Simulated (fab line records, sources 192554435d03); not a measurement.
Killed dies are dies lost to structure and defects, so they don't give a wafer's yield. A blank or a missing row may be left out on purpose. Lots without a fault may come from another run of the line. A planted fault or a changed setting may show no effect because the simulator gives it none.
Split-lot experiment | flow n5_finfet | 7 lots, 21 wafers read, on a route of 1938 steps

THE SPLIT
At N5_DUMMY_GATE_ETCH_31 (etches SiO2 in C4F6/O2, target depth 82.5 nm, time 27.5 s), the setting target_depth_a was moved away from the recipe's 825 angstrom on 8 of the 21 wafers read, by -11.2% to +8.7%. The other wafers ran this setting at the recipe's value.

The reading is taken at the split's own step.

THE READING
etch.depth_nm (the simulator's own value, which no gauge read), in nm, at N5_DUMMY_GATE_ETCH_31 (etches SiO2 in C4F6/O2, target depth 82.5 nm, time 27.5 s). The file gives no usual value for it. The 13 wafers here that ran the recipe average 82.19 nm, standard deviation 1.4 nm.

wafer  | tool, chamber at the split | target_depth_a as run, angstrom | against the recipe | etch.depth_nm, nm | against lot-mates on the recipe
L075.3 | rie_diel-05, 3             | 825                             | recipe             | 82.72             | -
L075.4 | rie_diel-05, 2             | 825                             | recipe             | 82.46             | -
L075.5 | rie_diel-05, 2             | 825                             | recipe             | 83.48             | -
L077.1 | rie_diel-05, 2             | 825                             | recipe             | 83.7              | -
L077.3 | rie_diel-05, 3             | 825                             | recipe             | 82.48             | -
L077.5 | rie_diel-05, 1             | 825                             | recipe             | 81.74             | -
L080.1 | rie_diel-05, 3             | 825                             | recipe             | 82.67             | -
L080.3 | rie_diel-05, 0             | 825                             | recipe             | 81.07             | -
L080.4 | rie_diel-05, 1             | 825                             | recipe             | 81.57             | -
L082.3 | rie_diel-01, 3             | 825                             | recipe             | 82.06             | -
L082.4 | rie_diel-01, 1             | 896.8                           | +8.7%              | 89.24             | +7.18
L082.5 | rie_diel-01, 3             | 896.8                           | +8.7%              | 90                | +7.94
L087.4 | rie_diel-02, 1             | 825                             | recipe             | 79.03             | -
L087.5 | rie_diel-02, 3             | 855.9                           | +3.7%              | 86.28             | +7.25
L087.6 | rie_diel-02, 0             | 855.9                           | +3.7%              | 83.24             | +4.21
L090.3 | rie_diel-05, 2             | 825                             | recipe             | 80.92             | -
L090.4 | rie_diel-05, 2             | 732.2                           | -11.2%             | 71.88             | -9.04
L090.6 | rie_diel-05, 3             | 732.2                           | -11.2%             | 72.74             | -8.18
L091.2 | rie_diel-02, 3             | 825                             | recipe             | 84.59             | -
L091.3 | rie_diel-02, 0             | 863.3                           | +4.6%              | 84.83             | +0.24
L091.4 | rie_diel-02, 1             | 863.3                           | +4.6%              | 86.24             | +1.65

THE FIT
A straight line over all 21 wafers: etch.depth_nm changes by +0.848 nm for each +1% of target_depth_a; r = +0.96; the points scatter about the line by 1.3 nm.
The same after taking each lot's own level away (the mean of its wafers on the recipe; 21 wafers): +0.79 nm for each +1%; r = +0.94; scatter 1.5 nm.
On that fit, the largest move of target_depth_a shifts the reading by 8.9 nm.
The lots' own levels span 79.030 to 84.590 nm, that is 4.1 times the standard deviation above.
So the lot-to-lot level changes the slope little: the two slopes agree.
Check: with one of the wafers moved furthest among these (-11.2%) left out of the fit, the line predicts -8.66 nm for it against its lot-mates. It came out at -9.04 nm against them.

OTHER SPLITS ON THESE WAFERS
These wafers also went through other splits before the reading. Each is held against what the fit with the lots' levels taken away leaves over:
other split on the same wafers  | wafers away from the commonest value | r with etch.depth_nm (lot level and that fit taken away)
N5_ZERO_LAYER_PECVD_02 time_s   | 6                                    | +0.02
N5_ZERO_LAYER_EXPOSE_08 dose_mj | 5                                    | +0.16
N5_WELL_APT_EXPOSE_22 dose_mj   | 9                                    | +0.16
N5_WELL_APT_PEB_23 peb_time_s   | 5                                    | -0.04
N5_FIN_CUT_ETCH_21 bias_w       | 4                                    | -0.09

THE FILE'S OWN FIT
etch.depth_nm changes by +0.792 nm for each +1% of target_depth_a, r = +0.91.
